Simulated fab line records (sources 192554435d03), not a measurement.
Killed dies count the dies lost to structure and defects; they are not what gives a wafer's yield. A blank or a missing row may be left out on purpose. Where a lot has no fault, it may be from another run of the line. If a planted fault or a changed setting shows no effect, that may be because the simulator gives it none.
Chamber matching	flow n5-finfet	3 sister chambers for N5_BEOL_M0_SAQP_PECVD_03 on pecvd-04
The step deposits SiCN from 3MS/NH3, target thk 12 nm, time 21.1 s. 6 wafers are shown with their chamber, then 12 later ones without.

## WAFERS, EACH WITH ITS CHAMBER
wafer	chamber	throttle-valve-pct (%)	showerhead-plenum-p-Torr (Torr)
L087.2	0	9.2	3.670
L088.5	0	9.0	3.673
L088.6	1	9.7	3.666
L089.1	2	9.2	3.680
L089.3	1	9.8	3.658
L089.4	2	9.3	3.693

## WAFERS WITHOUT THEIR CHAMBER
wafer	throttle-valve-pct (%)	showerhead-plenum-p-Torr (Torr)
L092.2	8.9	3.674
L092.3	8.9	3.671
L092.6	8.9	3.668
L091.1	9.0	3.667
L091.2	9.7	3.666
L091.3	9.8	3.665
L096.2	8.3	3.677
L096.5	8.8	3.669
L096.6	8.3	3.685
L097.4	8.5	3.680
L097.5	9.7	3.653
L097.6	8.7	3.661

## THE CHAMBER EACH PASSED THROUGH
wafer	from the rows above	in truth
L092.2	can't be placed: 0 or 2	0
L092.3	0	0
L092.6	0	0
L091.1	0	0
L091.2	1	1
L091.3	1	1
L096.2	can't be placed: 0 or 2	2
L096.5	0	0
L096.6	can't be placed: 0 or 2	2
L097.4	can't be placed: 0 or 2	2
L097.5	1	1
L097.6	0	0
Correctly placed: 8 of 12. Not placeable from these rows: 4 (in 4, the candidates include the true chamber). Number placed wrongly: 0.
How it was worked out, from the rows above alone: a wafer's distance from a chamber is the root of the sum, over the readings, of the square of ((its reading less the chamber's mean) divided by the reading's scatter). If the next closest chamber is less than 2 further off than the closest, the wafer can't be placed; otherwise it belongs to the closest. For every chamber, the mean is computed from those of its wafers that are shown. The scatter: the root of (the sum of the squares of (reading less its chamber's mean) over the shown wafers, divided by (wafers less chambers)).
